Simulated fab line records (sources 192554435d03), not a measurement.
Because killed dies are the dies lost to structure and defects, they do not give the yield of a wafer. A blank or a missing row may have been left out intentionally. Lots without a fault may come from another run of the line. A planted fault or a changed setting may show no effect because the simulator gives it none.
Split-lot study -- flow n5Finfet -- 7 lots, 21 wafers read, on a route of 1938 steps

## SPLIT DETAILS
At N5_FIN_CUT_EXPOSE_05 (exposes mask FIN CUT), the setting doseMj was moved away from the recipe's 45.75 on 6 of the 21 wafers read, by -4.1% to +5.7%. For the rest of the wafers, this setting stayed at what the recipe calls for.

## FROM THE SPLIT TO THE READING: what the file shows between them, 4 steps
- N5_FIN_CUT_PEB_06: peb time 60 s
- N5_FIN_CUT_DEVELOP_07: develop time 30 s
- N5_FIN_CUT_DESCUM_13: chemistry O2, time 7 s
- N5_FIN_CUT_ETCH_30: etches underlayer in N2/H2, target depth 13 nm, time 10.4 s

## THE READING
FIN_CUT.cdOffsetNm (the simulator's own value, which no gauge read), in nm, at N5_FIN_CUT_ETCH_20 (etches SiARC in CF4, target depth 26 nm, time 43.3 s). The file does not state a usual value for it. The 15 wafers here that ran the recipe average 0.0 nm, standard deviation 0.22 nm.

wafer,"tool, chamber at the split",doseMj as run,against the recipe,"FIN_CUT.cdOffsetNm, nm",against lot-mates on the recipe
L086.1,"euvScanner-01, 0",45.75,recipe,-0.2,-
L086.2,"euvScanner-01, 0",45.75,recipe,-0.4,-
L086.3,"euvScanner-01, 0",45.75,recipe,0,-
L088.1,"euvScanner-01, 0",45.75,recipe,0.2,-
L088.2,"euvScanner-01, 0",45.75,recipe,0.2,-
L088.3,"euvScanner-01, 0",45.75,recipe,0.2,-
L089.2,"euvScanner-02, 0",43.89,-4.1%,-0.8,-1.0
L089.5,"euvScanner-02, 0",43.89,-4.1%,-0.8,-1.0
L089.4,"euvScanner-02, 0",45.75,recipe,0.2,-
L090.1,"euvScanner-02, 0",45.75,recipe,0,-
L090.3,"euvScanner-02, 0",45.75,recipe,0,-
L090.5,"euvScanner-02, 0",48.35,+5.7%,1,+1.0
L092.1,"euvScanner-02, 0",45.75,recipe,0.2,-
L092.2,"euvScanner-02, 0",45.75,recipe,0,-
L092.5,"euvScanner-02, 0",45.75,recipe,0.4,-
L093.2,"euvScanner-02, 0",48.28,+5.5%,1,no lot-mate on the recipe
L093.4,"euvScanner-02, 0",48.28,+5.5%,1.4,no lot-mate on the recipe
L093.5,"euvScanner-02, 0",48.28,+5.5%,1.2,no lot-mate on the recipe
L097.1,"euvScanner-02, 0",45.75,recipe,-0.4,-
L097.3,"euvScanner-02, 0",45.75,recipe,0,-
L097.4,"euvScanner-02, 0",45.75,recipe,-0.2,-

THE FIT
A straight line over all 21 wafers: FIN_CUT.cdOffsetNm changes by +0.203 nm for each +1% of doseMj; r = +0.93; the points scatter about the line by 0.21 nm.
The same after taking each lot's own level away (the mean of its wafers on the recipe; 18 wafers): +0.21 nm for each +1%; r = +0.95; scatter 0.14 nm.
According to that fit, moving doseMj by its largest amount changes the reading by 1.2 nm.
From -0.20 to 0.20 nm: that is the span of the lots' own levels, equal to 1.8 times the standard deviation above.
The two slopes agree, so the slope changes little with the lot-to-lot level.
Check: +1.4 nm against its lot-mates is what the line predicts for one of the wafers moved furthest among these (+5.7%) when that wafer is left out of the fit. It came out at +1 nm against them.

## THE OTHER SPLITS THESE WAFERS WENT THROUGH
Other splits were also applied to these wafers ahead of the reading. Each is held against what the fit with the lots' levels taken away leaves over:
other split on the same wafers,wafers away from the commonest value,r with FIN_CUT.cdOffsetNm (lot level and that fit taken away)
N5_ZERO_LAYER_PEB_09 pebTimeS,as run: not given for these wafers,-
N5_WELL_APT_COAT_19 spinRpm,8,-0.06
N5_WELL_APT_PEB_23 pebTimeS,11,-0.28

## THE WHOLE CHAIN: every reading that the file lists as answering this split, in the file's order
step,what it does,reading,change (the file's fit),r (the file's)
N5_FIN_CUT_ETCH_30,"etches underlayer in N2/H2, target depth 13 nm, time 10.4 s","FIN_CUT.cdOffsetNm (the simulator's own value, which no gauge read)",+0.188 nm for each +1% of the setting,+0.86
N5_FIN_CUT_ETCH_20,"etches SiARC in CF4, target depth 26 nm, time 43.3 s","FIN_CUT.cdOffsetNm (the simulator's own value, which no gauge read)",+0.2 nm for each +1% of the setting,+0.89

## THE FILE'S OWN FIT
FIN_CUT.cdOffsetNm changes by +0.2 nm for each +1% of doseMj, r = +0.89.
